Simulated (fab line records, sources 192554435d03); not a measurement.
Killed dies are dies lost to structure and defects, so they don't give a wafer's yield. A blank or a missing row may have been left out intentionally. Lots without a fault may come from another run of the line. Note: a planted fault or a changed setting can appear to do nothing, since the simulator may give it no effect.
A struck lot beside a sound one | flow n5-finfet | 36 out of 1938 route steps
Sound: these wafers, L987.4, L987.5, L987.6. The struck wafers were L988.2, L988.4, L988.5. Last of all comes the cause.
For every step that has rows: the tool of each side, followed by ch and its chambers, followed by its first start. Under that, the readings that differ: sound wafers | struck wafers | difference of the means | sigmas: that difference in standard deviations of wafers without a fault.
alike: a reading whose means differ by less than 2 such deviations, as well as words and numbers matching on both sides. not compared: withheld readings; readings where some wafer has no value; bounds like >300 that might hide an equal value; numbers whose values overlap and for which the record gives no deviation.
The two part at a step that has a row with sigmas, a row that says differs or no value, or rows on one side only. Numbers that don't overlap but have no deviation are shown without sigmas and don't part them. A reading missing from all wafers of one side parts the sides only when that side holds two or more wafers.

first, 11 steps without rows for these wafers: N5_MOL_CONTACT_COAG_STRIP_108 (strips in N2/H2); N5_MOL_CONTACT_COAG_CONTACT_ETCH_14 (etches SiO2 in C4F6/O2, target depth 27.5 nm, overetch 8.5 nm, time 20 s); N5_MOL_CONTACT_COAG_STRIP_109 (strips in C4F6/O2); N5_MOL_CONTACT_COAG_ETCH_15 (etches SiNx in CH3F/O2, stops on Si:P, target depth 7 nm); N5_MOL_CONTACT_COAG_ETCH_110 (etches Si in CF4/O2, target depth 2.5 nm, time 8 s); N5_MOL_CONTACT_COAG_STRIP_98 (strips in N2/H2); N5_MOL_CONTACT_COAG_IMPLANT_129; N5_MOL_CONTACT_COAG_PRECLEAN_111 (cleans in NF3:NH3, afs cycles 1, time 20 s, sublimation time 60 s); N5_MOL_CONTACT_COAG_TI_SIL_19 (material Ti, target thk 4.2 nm, time 15 s); N5_MOL_CONTACT_COAG_ALD_20 (deposits TiN, target thk 1.5 nm, pulse time 1 s, purge time 3 s); N5_MOL_CONTACT_COAG_SIL_ANNEAL_21 (time 60 s).
N5_MOL_CONTACT_COAG_PRE_CLEAN_141: time 60 s.
  struck on pvd-sputter-02, day 6 16:31; sound on pvd-sputter-01, day 6 11:22
  alike: heater-power-w
then, 23 steps without rows for these wafers: N5_MOL_CONTACT_COAG_SPUTTER_143 (material Co, target thk 2.5 nm); N5_MOL_CONTACT_COAG_CO_FILL_22 (material Co, precursor CCTBA/H2, target thk 20 nm); N5_MOL_CONTACT_COAG_ANNEAL_113 (time 300 s); N5_MOL_CONTACT_COAG_PRE_CLEAN_142 (time 60 s); N5_MOL_CONTACT_COAG_SPUTTER_130 (material Co, target thk 47.5 nm); N5_MOL_CONTACT_COAG_PRECLEAN_125 (cleans in DIW, time 57.5 s); N5_MOL_CONTACT_COAG_SRD_126 (dry time 32 s); N5_MOL_CONTACT_COAG_CMP_23 (polishes, stops on SiO2, t overpolish 1.5 s, target thk 0 nm); N5_MOL_CONTACT_COAG_WET_ETCH_26 (target Co, target depth 13 nm); N5_MOL_CONTACT_COAG_WET_ETCH_116 (etches the open film in SC1-inhibited, target depth 4.6 nm, rinse time 30 s); N5_MOL_CONTACT_COAG_ALD_27 (deposits SiOC, target thk 17 nm, pulse time 1.5 s, time 2720 s); N5_MOL_CONTACT_COAG_CMP_28 (polishes, stops on SiNx, t overpolish 0.85 s, target thk 14.522 nm); N5_MOL_CONTACT_COAG_ALD_123 (deposits SiNx, target thk 5 nm, pulse time 1 s, purge time 2 s); N5_MOL_CONTACT_COAG_PECVD_31 (deposits SiO2 from TEOS/O2, target thk 46 nm, time 8.9 s); N5_MOL_CONTACT_COAG_COAT_75 (time 60 s, resist thk 60 nm); N5_MOL_CONTACT_COAG_COAT_76 (time 60 s, resist thk 10 nm); N5_MOL_CONTACT_COAG_COAT_77 (time 60 s, resist thk 10 nm); N5_MOL_CONTACT_COAG_COAT_78 (resist thk 40 nm); N5_MOL_CONTACT_COAG_EBR_80; N5_MOL_CONTACT_COAG_SOFTBAKE_79 (time 60 s); N5_MOL_CONTACT_COAG_EXPOSE_81 (exposes mask VG, defocus 0 nm); N5_MOL_CONTACT_COAG_PEB_82 (peb time 60 s); N5_MOL_CONTACT_COAG_DEVELOP_83 (develop time 30 s).
-- here the record skips 8 days between the struck wafers' starts before and after, leaving off in module MOL_CONTACT_COAG and picking up in module PASSIVATION (first step shown: number 1936 of the route) --
N5_PASSIVATION_PROBE_49:
  struck on prober-02, day 14 18:52; sound on prober-02, day 15 01:57
  reading                  | sound          | struck         | difference | sigmas
  defect-limited-yield (%) | 92.7 91.8 91.0 | 78.7 78.5 77.3 | -13.7      | -9
  killed-at-contacts       | 9 19 3         | 156 155 155    | +145       | +27
  killed-dies              | 86 97 106      | 251 254 268    | +161       | +9
  killed-on-rim            | 9 12 16        | 20 30 27       | +13        | +3
  sort_bin_5_function (%)  | 4.2 4.7 5.7    | 13.2 12.9 14.2 | +8.6       | +9
  sort-n-pass              | 1094 1083 1074 | 929 926 912    | -161       | -9
  sort-yield-pct (%)       | 92.7 91.8 91.0 | 78.7 78.5 77.3 | -13.7      | -9
  alike: killed_at_M0_to_M3, killed_at_M4_up, killed-at-front-end, killed-at-other, killed-open, killed-short, sort_bin_6_memory

## WHERE THEY PART
N5_PASSIVATION_PROBE_49 only, going by this record.

WHY: what the simulator had put in
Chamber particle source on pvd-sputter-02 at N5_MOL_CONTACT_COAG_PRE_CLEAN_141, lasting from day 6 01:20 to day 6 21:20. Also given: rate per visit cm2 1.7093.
